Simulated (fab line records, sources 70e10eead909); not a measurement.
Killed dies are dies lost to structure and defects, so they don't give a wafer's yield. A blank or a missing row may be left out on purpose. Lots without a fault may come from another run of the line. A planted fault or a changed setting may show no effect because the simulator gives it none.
A struck lot beside a sound one | flow nand_harc | 14 steps out of a route of 1302
Sound: wafers L802.3, L802.5, L802.6. Struck: wafers L812.1, L812.3, L812.4. The cause comes at the end.
At each step with rows: each side's tool, then ch and its chambers, then its first start. Under that, the readings that differ: sound wafers | struck wafers | difference of the means | sigmas: that difference in standard deviations of wafers without a fault.
alike: readings whose means differ by less than 2 such deviations, and words and numbers that are the same on both sides. not compared: withheld readings, readings that some wafer has no value for, bounds like >300 that may hide the same value, and numbers for which the record gives no deviation and whose values overlap.
The two part at a step that has a row with sigmas, a row that says differs or no value, or rows on one side only. Numbers that don't overlap but have no deviation are shown without sigmas and don't part them. A reading that every wafer of one side lacks parts them only if that side has two wafers or more.

NHARC_THIN_TSV_CMP_21: polishes, t overpolish 30 s, target thk 2000 nm.
  sound on cmp-02 ch 2,3, day 27 01:48; struck on cmp-02 ch 1,2,3, day 32 08:04
  alike: motor_current_A, overpolish_run_s
then, 1 step without rows for these wafers: NHARC_THIN_TSV_SRD_23.
NHARC_THIN_TSV_DEGAS_53: time 60 s.
  sound on pvd_sputter-01, day 27 02:18; struck on pvd_sputter-01, day 32 08:31
  alike: heater_power_w
NHARC_THIN_TSV_PRE_CLEAN_54: time 30 s.
  sound on pvd_sputter-01, day 27 02:23; struck on pvd_sputter-01, day 32 08:35
  alike: heater_power_w
then, 7 steps without rows for these wafers: NHARC_THIN_TSV_PVD_55 (deposits TiN, target thk 50 nm); NHARC_THIN_TSV_PVD_24 (deposits Al, target thk 800 nm); NHARC_THIN_TSV_DEHYDRATE_25 (time 120 s); NHARC_THIN_TSV_HMDS_26 (time 30 s); NHARC_THIN_TSV_COAT_27; NHARC_THIN_TSV_SOFTBAKE_28 (time 95 s); NHARC_THIN_TSV_EBR_29.
NHARC_THIN_TSV_EXPOSE_30: exposes mask PAD.
  sound on krf_scanner-01 ch 0, day 27 03:13; struck on krf_scanner-01 ch 0, day 32 09:30
  reading                          | sound          | struck            | difference | sigmas
  model.THIN_TSV.overlay_x_nm (nm) | 4.42 4.42 4.42 | 39.89 39.89 39.89 | +35.47     |
  alike: mask
then, 1 step without rows for these wafers: NHARC_THIN_TSV_PEB_31 (peb time 85 s).
NHARC_END_SORT_01:
  sound on prober-01 ch 0, day 27 17:01; struck on prober-01 ch 0, day 33 05:04
  alike: defect_limited_yield, killed_at_array, killed_at_other, killed_at_periphery, killed_dies, killed_open, killed_short, sort_bin_2_pct, sort_bin_3_pct, sort_bin_4_pct, sort_n_pass, sort_rim_yield_pct, sort_yield_pct

WHERE THEY PART
Nowhere in this record.

WHY: what the simulator had put in
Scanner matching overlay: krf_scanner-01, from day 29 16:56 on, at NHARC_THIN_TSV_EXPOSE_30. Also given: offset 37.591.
